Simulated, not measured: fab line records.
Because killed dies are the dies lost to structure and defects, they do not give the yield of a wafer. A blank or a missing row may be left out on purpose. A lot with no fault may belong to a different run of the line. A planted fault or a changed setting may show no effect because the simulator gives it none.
fab line records :: flow n5_finfet
record
  lots=14
  wafers=38
  last_day=18
route steps=1938 shown BEOL_M7@1320 BEOL_M8@1336
lots untouched by any fault: they come from a run of this same line in which no faults occurred
start_h: start of the lot's first displayed wafer, in hours after the record's first day :: wait_h: hours elapsed since this lot's preceding step :: " repeats the value in the row above :: L1.1+2: several wafers, shown together as one row :: - value missing, or start not given :: * or withheld: withheld :: < > ~ a bound
route shown NAME@n: NAME is a module with steps in the file, n the number in the route of the first one :: usual: mean and standard deviation over wafers with no fault :: same: alike in all rows :: chamber/n: place in a boat :: sites: per-site readings :: _std_site: standard deviation across them :: _edge_site: mean of outer sites minus mean of inner sites :: radius_mm: how far each site lies from the wafer's centre :: mask NAME#n: copy n :: behind: the last tool/chamber to shape the wafer :: hold: why the lot went on hold/how many hours it stayed there/how the hold came to an end :: device: transistor that didn't switch, given as n, p or np :: end of line: at the end of the route, the tests of the same wafers :: a step given without rows: its recipe and nothing more :: killed: not the wafer's yield, but the dies lost to structure and defects at the first sort :: map: a wafer's dies, x killed, . not, _ none there
set.NAME: setting as actually run; set.NAME@STEP: the setting as run at that earlier step :: model.NAME: the simulator's own value behind a step, which no gauge read
route steps across a sampled set of lots; one table per step, one row per wafer
services: a tool's chamber out of use, with start hour (start_h, from the record's first day; less than 0 if before it), hours out, and reason
## steps
# step N5_BEOL_M7_ALD_77
# recipe
  material=TaN
  target_thk_a=20
  temp_c=275
  ald_precursor_family=PDMAT
  ald_co_reactant=NH3
  pressure_torr=3
  carrier_flow_sccm=1500
  pulse_time_s=2
  purge_time_s=3
  co_reactant_purge_time_s=2
  co_reactant_pulse_time_s=3
  ald_cycles=40
  precursor_vessel_temp_c=75
  precursor_vessel_pressure_torr=26.25
  precursor_vessel_carrier_sccm=1000
# usual
  heater_power_w=450/47
# same
  co_reactant_pulse_time_s=3
lot.wafer: L621.3
tool: ald_metal-01
chamber: 0
start_h: 207.67
wait_h: 0.1
heater_power_w: 439

lot.wafer: L621.4
tool: ald_metal-01
chamber: 3
start_h: 207.67
wait_h: 0.1
heater_power_w: 401

lot.wafer: L621.5
tool: ald_metal-01
chamber: 1
start_h: 207.67
wait_h: 0.1
heater_power_w: 420

lot.wafer: L623.2
tool: ald_metal-04
chamber: 1
start_h: 217.62
wait_h: 0.0
heater_power_w: 422

lot.wafer: L623.4
tool: ald_metal-04
chamber: 3
start_h: 217.62
wait_h: 0.0
heater_power_w: 508

lot.wafer: L623.5
tool: ald_metal-04
chamber: 1
start_h: 217.62
wait_h: 0.0
heater_power_w: 426

lot.wafer: L622.3
tool: ald_metal-03
chamber: 3
start_h: 221.24
wait_h: 0.2
heater_power_w: 360

lot.wafer: L622.4
tool: ald_metal-03
chamber: 2
start_h: 221.24
wait_h: 0.2
heater_power_w: 485

lot.wafer: L622.6
tool: ald_metal-03
chamber: 2
start_h: 221.24
wait_h: 0.2
heater_power_w: 486

lot.wafer: L624.5
tool: ald_metal-01
chamber: 1
start_h: 232.53
wait_h: 0.2
heater_power_w: 423

lot.wafer: L624.6
tool: ald_metal-01
chamber: 2
start_h: 232.53
wait_h: 0.2
heater_power_w: 388

lot.wafer: L628.2
tool: ald_metal-04
chamber: 3
start_h: 234.44
wait_h: 0.0
heater_power_w: 501

lot.wafer: L628.4
tool: ald_metal-04
chamber: 1
start_h: 234.44
wait_h: 0.0
heater_power_w: 421

lot.wafer: L628.6
tool: ald_metal-04
chamber: 0
start_h: 234.44
wait_h: 0.0
heater_power_w: 526

lot.wafer: L627.2
tool: ald_metal-01
chamber: 1
start_h: 240.76
wait_h: 0.1
heater_power_w: 432

lot.wafer: L627.6
tool: ald_metal-01
chamber: 0
start_h: 240.76
wait_h: 0.1
heater_power_w: 454

lot.wafer: L626.1
tool: ald_metal-03
chamber: 2
start_h: 251.08
wait_h: 0.0
heater_power_w: 491

lot.wafer: L626.5
tool: ald_metal-03
chamber: 1
start_h: 251.08
wait_h: 0.0
heater_power_w: 475

lot.wafer: L630.1
tool: ald_metal-03
chamber: 0
start_h: 274.75
wait_h: 0.1
heater_power_w: 490

lot.wafer: L630.2
tool: ald_metal-03
chamber: 2
start_h: 274.75
wait_h: 0.1
heater_power_w: 481

lot.wafer: L629.2
tool: ald_metal-04
chamber: 0
start_h: 275.20
wait_h: 0.1
heater_power_w: 530

lot.wafer: L629.3
tool: ald_metal-04
chamber: 2
start_h: 275.20
wait_h: 0.1
heater_power_w: 438

lot.wafer: L629.4
tool: ald_metal-04
chamber: 1
start_h: 275.20
wait_h: 0.1
heater_power_w: 428

lot.wafer: L633.3
tool: ald_metal-04
chamber: 3
start_h: 279.14
wait_h: 0.0
heater_power_w: 514

lot.wafer: L633.4
tool: ald_metal-04
chamber: 2
start_h: 279.14
wait_h: 0.0
heater_power_w: 454

lot.wafer: L633.5
tool: ald_metal-04
chamber: 1
start_h: 279.14
wait_h: 0.0
heater_power_w: 429

lot.wafer: L644.2
tool: ald_metal-01
chamber: 2
start_h: 336.95
wait_h: 0.1
heater_power_w: 393

lot.wafer: L644.3
tool: ald_metal-01
chamber: 1
start_h: 336.95
wait_h: 0.1
heater_power_w: 413

lot.wafer: L644.5
tool: ald_metal-01
chamber: 0
start_h: 336.95
wait_h: 0.1
heater_power_w: 444

lot.wafer: L643.1
tool: ald_metal-04
chamber: 1
start_h: 344.72
wait_h: 0.1
heater_power_w: 409

lot.wafer: L643.3
tool: ald_metal-04
chamber: 3
start_h: 344.72
wait_h: 0.1
heater_power_w: 523

lot.wafer: L643.6
tool: ald_metal-04
chamber: 3
start_h: 344.72
wait_h: 0.1
heater_power_w: 499

lot.wafer: L641.1
tool: ald_metal-01
chamber: 0
start_h: 344.83
wait_h: 0.2
heater_power_w: 460

lot.wafer: L641.4
tool: ald_metal-01
chamber: 2
start_h: 344.83
wait_h: 0.2
heater_power_w: 391

lot.wafer: L641.5
tool: ald_metal-01
chamber: 0
start_h: 344.83
wait_h: 0.2
heater_power_w: 434

lot.wafer: L642.1
tool: ald_metal-01
chamber: 3
start_h: 366.01
wait_h: 0.0
heater_power_w: 397

lot.wafer: L642.3
tool: ald_metal-01
chamber: 1
start_h: 366.01
wait_h: 0.0
heater_power_w: 411

lot.wafer: L642.5
tool: ald_metal-01
chamber: 3
start_h: 366.01
wait_h: 0.0
heater_power_w: 401
# step N5_BEOL_M7_THK_MEAS_53
# recipe
  thk_meas_gauge=xrf
  reads=Cu_of_BEOL_M7_ECD_50
# usual
  M7_THK=79.7/2.7
lot.wafer: L621.3
tool: film_metro-02
chamber: -
start_h: 209.76
wait_h: -
M7_THK[nm]: 80.4

lot.wafer: L621.4
tool: film_metro-02
chamber: -
start_h: 209.76
wait_h: -
M7_THK[nm]: 81.0

lot.wafer: L621.5
tool: film_metro-02
chamber: -
start_h: 209.76
wait_h: -
M7_THK[nm]: 81.7

lot.wafer: L623.2
tool: film_metro-01
chamber: -
start_h: 220.83
wait_h: 0.3
M7_THK[nm]: 76.9

lot.wafer: L623.4
tool: film_metro-01
chamber: -
start_h: 220.83
wait_h: 0.3
M7_THK[nm]: 77.5

lot.wafer: L623.5
tool: film_metro-01
chamber: -
start_h: 220.83
wait_h: 0.3
M7_THK[nm]: 75.8

lot.wafer: L622.3
tool: film_metro-02
chamber: -
start_h: 223.10
wait_h: 0.3
M7_THK[nm]: 77.6

lot.wafer: L622.4
tool: film_metro-02
chamber: -
start_h: 223.10
wait_h: 0.3
M7_THK[nm]: 73.6

lot.wafer: L622.6
tool: film_metro-02
chamber: -
start_h: 223.10
wait_h: 0.3
M7_THK[nm]: 74.3

lot.wafer: L624.5
tool: film_metro-02
chamber: -
start_h: 233.88
wait_h: -
M7_THK[nm]: 80.2

lot.wafer: L624.6
tool: film_metro-02
chamber: -
start_h: 233.88
wait_h: -
M7_THK[nm]: 78.2

lot.wafer: L628.2
tool: film_metro-01
chamber: -
start_h: 236.43
wait_h: -
M7_THK[nm]: 82.3

lot.wafer: L628.4
tool: film_metro-01
chamber: -
start_h: 236.43
wait_h: -
M7_THK[nm]: 80.9

lot.wafer: L628.6
tool: film_metro-01
chamber: -
start_h: 236.43
wait_h: -
M7_THK[nm]: 81.2

lot.wafer: L627.2
tool: film_metro-01
chamber: -
start_h: 243.50
wait_h: -
M7_THK[nm]: 80.0

lot.wafer: L627.6
tool: film_metro-01
chamber: -
start_h: 243.50
wait_h: -
M7_THK[nm]: 77.7

lot.wafer: L626.1
tool: film_metro-01
chamber: -
start_h: 252.79
wait_h: -
M7_THK[nm]: 80.6

lot.wafer: L626.5
tool: film_metro-01
chamber: -
start_h: 252.79
wait_h: -
M7_THK[nm]: 81.8

lot.wafer: L630.1
tool: film_metro-01
chamber: -
start_h: 276.28
wait_h: -
M7_THK[nm]: 78.9

lot.wafer: L630.2
tool: film_metro-01
chamber: -
start_h: 276.28
wait_h: -
M7_THK[nm]: 83.5

lot.wafer: L629.2
tool: film_metro-01
chamber: -
start_h: 276.99
wait_h: -
M7_THK[nm]: 84.1

lot.wafer: L629.3
tool: film_metro-01
chamber: -
start_h: 276.99
wait_h: -
M7_THK[nm]: 80.0

lot.wafer: L629.4
tool: film_metro-01
chamber: -
start_h: 276.99
wait_h: -
M7_THK[nm]: 83.2

lot.wafer: L633.3
tool: film_metro-02
chamber: -
start_h: 280.54
wait_h: -
M7_THK[nm]: 82.4

lot.wafer: L633.4
tool: film_metro-02
chamber: -
start_h: 280.54
wait_h: -
M7_THK[nm]: 75.7

lot.wafer: L633.5
tool: film_metro-02
chamber: -
start_h: 280.54
wait_h: -
M7_THK[nm]: 78.8

lot.wafer: L644.2
tool: film_metro-02
chamber: -
start_h: 338.47
wait_h: -
M7_THK[nm]: 76.5

lot.wafer: L644.3
tool: film_metro-02
chamber: -
start_h: 338.47
wait_h: -
M7_THK[nm]: 82.3

lot.wafer: L644.5
tool: film_metro-02
chamber: -
start_h: 338.47
wait_h: -
M7_THK[nm]: 79.4

lot.wafer: L643.1
tool: film_metro-01
chamber: -
start_h: 347.29
wait_h: -
M7_THK[nm]: 79.0

lot.wafer: L643.3
tool: film_metro-01
chamber: -
start_h: 347.29
wait_h: -
M7_THK[nm]: 84.0

lot.wafer: L643.6
tool: film_metro-01
chamber: -
start_h: 347.29
wait_h: -
M7_THK[nm]: 78.9

lot.wafer: L641.1
tool: film_metro-01
chamber: -
start_h: 347.56
wait_h: -
M7_THK[nm]: 80.8

lot.wafer: L641.4
tool: film_metro-01
chamber: -
start_h: 347.56
wait_h: -
M7_THK[nm]: 81.1

lot.wafer: L641.5
tool: film_metro-01
chamber: -
start_h: 347.56
wait_h: -
M7_THK[nm]: 75.7

lot.wafer: L642.1
tool: film_metro-01
chamber: -
start_h: 368.32
wait_h: -
M7_THK[nm]: 81.9

lot.wafer: L642.3
tool: film_metro-01
chamber: -
start_h: 368.32
wait_h: -
M7_THK[nm]: 77.6

lot.wafer: L642.5
tool: film_metro-01
chamber: -
start_h: 368.32
wait_h: -
M7_THK[nm]: 83.0
# step N5_BEOL_M8_HM_DEP_02
# recipe
  material=TiN
  target_thk_a=200
  temp_c=25
  chamber_pressure_pa=0.49996
# usual
  throttle_valve_pct=30.0/0.84
lot.wafer: L621.3
tool: pvd_sputter-01
chamber: -
start_h: 211.37
wait_h: 0.6
throttle_valve_pct: 30.5

lot.wafer: L621.4
tool: pvd_sputter-01
chamber: -
start_h: 211.37
wait_h: 0.6
throttle_valve_pct: 30.0

lot.wafer: L621.5
tool: pvd_sputter-01
chamber: -
start_h: 211.37
wait_h: 0.6
throttle_valve_pct: 30.4

lot.wafer: L623.2
tool: pvd_sputter-02
chamber: -
start_h: 221.88
wait_h: 0.2
throttle_valve_pct: 29.8

lot.wafer: L623.4
tool: pvd_sputter-02
chamber: -
start_h: 221.88
wait_h: 0.2
throttle_valve_pct: 28.2

lot.wafer: L623.5
tool: pvd_sputter-02
chamber: -
start_h: 221.88
wait_h: 0.2
throttle_valve_pct: 30.6

lot.wafer: L622.3
tool: pvd_sputter-01
chamber: -
start_h: 225.46
wait_h: 1.5
throttle_valve_pct: 30.4

lot.wafer: L622.4
tool: pvd_sputter-01
chamber: -
start_h: 225.46
wait_h: 1.5
throttle_valve_pct: 29.9

lot.wafer: L622.6
tool: pvd_sputter-01
chamber: -
start_h: 225.46
wait_h: 1.5
throttle_valve_pct: 30.1

lot.wafer: L624.5
tool: pvd_sputter-03
chamber: -
start_h: 235.06
wait_h: 0.3
throttle_valve_pct: 28.7

lot.wafer: L624.6
tool: pvd_sputter-03
chamber: -
start_h: 235.06
wait_h: 0.3
throttle_valve_pct: 30.9

lot.wafer: L628.2
tool: pvd_sputter-03
chamber: -
start_h: 238.31
wait_h: 1.1
throttle_valve_pct: 29.4

lot.wafer: L628.4
tool: pvd_sputter-03
chamber: -
start_h: 238.31
wait_h: 1.1
throttle_valve_pct: 28.7

lot.wafer: L628.6
tool: pvd_sputter-03
chamber: -
start_h: 238.31
wait_h: 1.1
throttle_valve_pct: 29.5

lot.wafer: L627.2
tool: pvd_sputter-01
chamber: -
start_h: 246.67
wait_h: 2.3
throttle_valve_pct: 30.6

lot.wafer: L627.6
tool: pvd_sputter-01
chamber: -
start_h: 246.67
wait_h: 2.3
throttle_valve_pct: 30.3

lot.wafer: L626.1
tool: pvd_sputter-02
chamber: -
start_h: 256.17
wait_h: 2.5
throttle_valve_pct: 30.8

lot.wafer: L626.5
tool: pvd_sputter-02
chamber: -
start_h: 256.17
wait_h: 2.5
throttle_valve_pct: 30.1

lot.wafer: L630.1
tool: pvd_sputter-01
chamber: -
start_h: 279.25
wait_h: 2.0
throttle_valve_pct: 30.4

lot.wafer: L630.2
tool: pvd_sputter-01
chamber: -
start_h: 279.25
wait_h: 2.0
throttle_valve_pct: 30.3

lot.wafer: L629.2
tool: pvd_sputter-01
chamber: -
start_h: 279.45
wait_h: 1.6
throttle_valve_pct: 30.5

lot.wafer: L629.3
tool: pvd_sputter-01
chamber: -
start_h: 279.45
wait_h: 1.6
throttle_valve_pct: 30.9

lot.wafer: L629.4
tool: pvd_sputter-01
chamber: -
start_h: 279.45
wait_h: 1.6
throttle_valve_pct: 30.4

lot.wafer: L633.3
tool: pvd_sputter-03
chamber: -
start_h: 282.30
wait_h: 0.9
throttle_valve_pct: 29.4

lot.wafer: L633.4
tool: pvd_sputter-03
chamber: -
start_h: 282.30
wait_h: 0.9
throttle_valve_pct: 29.2

lot.wafer: L633.5
tool: pvd_sputter-03
chamber: -
start_h: 282.30
wait_h: 0.9
throttle_valve_pct: 29.3

lot.wafer: L644.2
tool: pvd_sputter-02
chamber: -
start_h: 340.45
wait_h: 1.2
throttle_valve_pct: 28.0

lot.wafer: L644.3
tool: pvd_sputter-02
chamber: -
start_h: 340.45
wait_h: 1.2
throttle_valve_pct: 30.0

lot.wafer: L644.5
tool: pvd_sputter-02
chamber: -
start_h: 340.45
wait_h: 1.2
throttle_valve_pct: 30.8

lot.wafer: L643.1
tool: pvd_sputter-03
chamber: -
start_h: 350.00
wait_h: 1.9
throttle_valve_pct: 29.3

lot.wafer: L643.3
tool: pvd_sputter-03
chamber: -
start_h: 350.00
wait_h: 1.9
throttle_valve_pct: 29.3

lot.wafer: L643.6
tool: pvd_sputter-03
chamber: -
start_h: 350.00
wait_h: 1.9
throttle_valve_pct: 29.4

lot.wafer: L641.1
tool: pvd_sputter-03
chamber: -
start_h: 350.10
wait_h: 1.7
throttle_valve_pct: 29.7

lot.wafer: L641.4
tool: pvd_sputter-03
chamber: -
start_h: 350.10
wait_h: 1.7
throttle_valve_pct: 30.9

lot.wafer: L641.5
tool: pvd_sputter-03
chamber: -
start_h: 350.10
wait_h: 1.7
throttle_valve_pct: 29.2

lot.wafer: L642.1
tool: pvd_sputter-03
chamber: -
start_h: 369.84
wait_h: 0.7
throttle_valve_pct: 28.7

lot.wafer: L642.3
tool: pvd_sputter-03
chamber: -
start_h: 369.84
wait_h: 0.7
throttle_valve_pct: 29.1

lot.wafer: L642.5
tool: pvd_sputter-03
chamber: -
start_h: 369.84
wait_h: 0.7
throttle_valve_pct: 31.0
# step N5_BEOL_M8_DEVELOP_10
# recipe
  develop_time_s=30
  developer=TMAH
  resist=CAR-ArF
  rinse_liquid=diw
  dry=air_spin
  dev_temp_c=23
# usual
  chill_plate_temp_C=23.01/0.12
  develop_time_s=30/0
  resist_line_temp_C=23.02/0.12
lot.wafer: L621.3
tool: litho_track-01
chamber: 0
start_h: 211.81
wait_h: -
chill_plate_temp_C: 23.14
develop_time_s: 30
resist_line_temp_C: 22.97

lot.wafer: L621.4
tool: litho_track-01
chamber: 0
start_h: 211.81
wait_h: -
chill_plate_temp_C: 22.95
develop_time_s: 30
resist_line_temp_C: 22.99

lot.wafer: L621.5
tool: litho_track-01
chamber: 0
start_h: 211.81
wait_h: -
chill_plate_temp_C: 22.95
develop_time_s: 30
resist_line_temp_C: 22.98

lot.wafer: L623.2
tool: litho_track-05
chamber: 0
start_h: 222.20
wait_h: -
chill_plate_temp_C: 22.84
develop_time_s: 30
resist_line_temp_C: 22.75

lot.wafer: L623.4
tool: litho_track-05
chamber: 0
start_h: 222.20
wait_h: -
chill_plate_temp_C: 22.99
develop_time_s: 30
resist_line_temp_C: 22.89

lot.wafer: L623.5
tool: litho_track-05
chamber: 0
start_h: 222.20
wait_h: -
chill_plate_temp_C: 22.87
develop_time_s: 30
resist_line_temp_C: 23.08

lot.wafer: L622.3
tool: litho_track-05
chamber: 0
start_h: 225.90
wait_h: -
chill_plate_temp_C: 22.97
develop_time_s: 30
resist_line_temp_C: 23.10

lot.wafer: L622.4
tool: litho_track-05
chamber: 0
start_h: 225.90
wait_h: -
chill_plate_temp_C: 23.08
develop_time_s: 30
resist_line_temp_C: 23.01

lot.wafer: L622.6
tool: litho_track-05
chamber: 0
start_h: 225.90
wait_h: -
chill_plate_temp_C: 22.92
develop_time_s: 30
resist_line_temp_C: 22.98

lot.wafer: L624.5
tool: litho_track-01
chamber: 0
start_h: 235.45
wait_h: -
chill_plate_temp_C: 23.24
develop_time_s: 30
resist_line_temp_C: 22.89

lot.wafer: L624.6
tool: litho_track-01
chamber: 0
start_h: 235.45
wait_h: -
chill_plate_temp_C: 23.18
develop_time_s: 30
resist_line_temp_C: 23.09

lot.wafer: L628.2
tool: litho_track-05
chamber: 0
start_h: 238.62
wait_h: -
chill_plate_temp_C: 22.97
develop_time_s: 30
resist_line_temp_C: 23.07

lot.wafer: L628.4
tool: litho_track-05
chamber: 0
start_h: 238.62
wait_h: -
chill_plate_temp_C: 22.90
develop_time_s: 30
resist_line_temp_C: 23.07

lot.wafer: L628.6
tool: litho_track-05
chamber: 0
start_h: 238.62
wait_h: -
chill_plate_temp_C: 22.92
develop_time_s: 30
resist_line_temp_C: 23.08

lot.wafer: L627.2
tool: litho_track-05
chamber: 0
start_h: 246.99
wait_h: -
chill_plate_temp_C: 23.06
develop_time_s: 30
resist_line_temp_C: 23.24

lot.wafer: L627.6
tool: litho_track-05
chamber: 0
start_h: 246.99
wait_h: -
chill_plate_temp_C: 22.96
develop_time_s: 30
resist_line_temp_C: 22.98

lot.wafer: L626.1
tool: litho_track-05
chamber: 0
start_h: 256.61
wait_h: -
chill_plate_temp_C: 22.81
develop_time_s: 30
resist_line_temp_C: 23.04

lot.wafer: L626.5
tool: litho_track-05
chamber: 0
start_h: 256.61
wait_h: -
chill_plate_temp_C: 23.03
develop_time_s: 30
resist_line_temp_C: 23.07

lot.wafer: L630.1
tool: litho_track-01
chamber: 0
start_h: 279.69
wait_h: -
chill_plate_temp_C: 22.99
develop_time_s: 30
resist_line_temp_C: 23.12

lot.wafer: L630.2
tool: litho_track-01
chamber: 0
start_h: 279.69
wait_h: -
chill_plate_temp_C: 23.03
develop_time_s: 30
resist_line_temp_C: 23.18

lot.wafer: L629.2
tool: litho_track-05
chamber: -
start_h: 280.03
wait_h: -
chill_plate_temp_C: -
develop_time_s: -
resist_line_temp_C: -

lot.wafer: L629.3
tool: litho_track-05
chamber: -
start_h: 280.03
wait_h: -
chill_plate_temp_C: -
develop_time_s: -
resist_line_temp_C: -

lot.wafer: L629.4
tool: litho_track-05
chamber: -
start_h: 280.03
wait_h: -
chill_plate_temp_C: -
develop_time_s: -
resist_line_temp_C: -

lot.wafer: L633.3
tool: litho_track-03
chamber: -
start_h: 282.62
wait_h: -
chill_plate_temp_C: -
develop_time_s: -
resist_line_temp_C: -

lot.wafer: L633.4
tool: litho_track-03
chamber: -
start_h: 282.62
wait_h: -
chill_plate_temp_C: -
develop_time_s: -
resist_line_temp_C: -

lot.wafer: L633.5
tool: litho_track-03
chamber: -
start_h: 282.62
wait_h: -
chill_plate_temp_C: -
develop_time_s: -
resist_line_temp_C: -

lot.wafer: L644.2
tool: litho_track-03
chamber: 0
start_h: 340.89
wait_h: -
chill_plate_temp_C: 23.00
develop_time_s: 30
resist_line_temp_C: 23.00

lot.wafer: L644.3
tool: litho_track-03
chamber: 0
start_h: 340.89
wait_h: -
chill_plate_temp_C: 22.96
develop_time_s: 30
resist_line_temp_C: 22.99

lot.wafer: L644.5
tool: litho_track-03
chamber: 0
start_h: 340.89
wait_h: -
chill_plate_temp_C: 22.94
develop_time_s: 30
resist_line_temp_C: 22.93

lot.wafer: L643.1
tool: litho_track-05
chamber: 0
start_h: 350.44
wait_h: -
chill_plate_temp_C: 23.02
develop_time_s: 30
resist_line_temp_C: 22.93

lot.wafer: L643.3
tool: litho_track-05
chamber: 0
start_h: 350.44
wait_h: -
chill_plate_temp_C: 23.08
develop_time_s: 30
resist_line_temp_C: 23.22

lot.wafer: L643.6
tool: litho_track-05
chamber: 0
start_h: 350.44
wait_h: -
chill_plate_temp_C: 23.02
develop_time_s: 30
resist_line_temp_C: 22.99

lot.wafer: L641.1
tool: litho_track-01
chamber: 0
start_h: 350.61
wait_h: -
chill_plate_temp_C: 23.00
develop_time_s: 30
resist_line_temp_C: 23.16

lot.wafer: L641.4
tool: litho_track-01
chamber: 0
start_h: 350.61
wait_h: -
chill_plate_temp_C: 23.11
develop_time_s: 30
resist_line_temp_C: 23.23

lot.wafer: L641.5
tool: litho_track-01
chamber: 0
start_h: 350.61
wait_h: -
chill_plate_temp_C: 23.16
develop_time_s: 30
resist_line_temp_C: 23.15

lot.wafer: L642.1
tool: litho_track-01
chamber: 0
start_h: 370.15
wait_h: -
chill_plate_temp_C: 23.12
develop_time_s: 30
resist_line_temp_C: 22.91

lot.wafer: L642.3
tool: litho_track-01
chamber: 0
start_h: 370.15
wait_h: -
chill_plate_temp_C: 23.08
develop_time_s: 30
resist_line_temp_C: 23.00

lot.wafer: L642.5
tool: litho_track-01
chamber: 0
start_h: 370.15
wait_h: -
chill_plate_temp_C: 22.97
develop_time_s: 30
resist_line_temp_C: 22.85
## services
tool: ald_metal-03
chamber: 3
start_h: 235.15
hours: 25.2
kind: repair

tool: litho_track-03
chamber: -
start_h: 265.50
hours: -
kind: consumable_replace:filter

tool: ald_metal-04
chamber: -
start_h: 272.49
hours: 2.5
kind: repair

tool: litho_track-03
chamber: -
start_h: 289.12
hours: -
kind: consumable_replace:filter

tool: pvd_sputter-01
chamber: -
start_h: 302.54
hours: 1.3
kind: repair

tool: ald_metal-01
chamber: -
start_h: 330.42
hours: 0.5
kind: repair

tool: pvd_sputter-01
chamber: -
start_h: 331.05
hours: 9.3
kind: repair

tool: ald_metal-03
chamber: -
start_h: 337.32
hours: 14.0
kind: pm

tool: ald_metal-03
chamber: 0
start_h: 337.32
hours: 14.0
kind: vent_cycle

tool: ald_metal-03
chamber: 1
start_h: 337.32
hours: 14.0
kind: vent_cycle

tool: ald_metal-03
chamber: 2
start_h: 337.32
hours: 14.0
kind: vent_cycle

tool: ald_metal-03
chamber: 3
start_h: 337.32
hours: 14.0
kind: vent_cycle

tool: ald_metal-03
chamber: 0
start_h: 351.32
hours: -
kind: clean

tool: ald_metal-03
chamber: 1
start_h: 351.32
hours: -
kind: clean

tool: ald_metal-03
chamber: 2
start_h: 351.32
hours: -
kind: clean

tool: ald_metal-03
chamber: 3
start_h: 351.32
hours: -
kind: clean

tool: ald_metal-01
chamber: -
start_h: 354.59
hours: 1.0
kind: repair
## key
first_sign
  step=N5_BEOL_M8_DEVELOP_10
  reading=tool_record
  direction=missing
effect none on later readings
met_at N5_BEOL_M8_DEVELOP_10
struck_lots L629,L633
later_rows_left_out L629.2,L629.3,L629.4,L633.3,L633.4,L633.5
sort_left_out L629.2,L629.3,L629.4,L633.3,L633.4,L633.5
not_acting_at N5_BEOL_M7_ALD_77,N5_BEOL_M7_THK_MEAS_53,N5_BEOL_M8_HM_DEP_02
onset_between 256.61 280.03
fault
  kind=skipped_step_whole
  tool=litho_track-03,litho_track-05
  chamber=-
  onset_h=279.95
  steps=N5_BEOL_M8_DEVELOP_10
  scope=struck_lots_only
# sort_left_out: the simulated sort isn't trusted on such a fault, so these wafers' sort isn't shown, and their yield isn't known
# later_rows_left_out: the simulator's readings of these wafers behind a module that went badly wrong aren't trusted and aren't shown, but for the sort
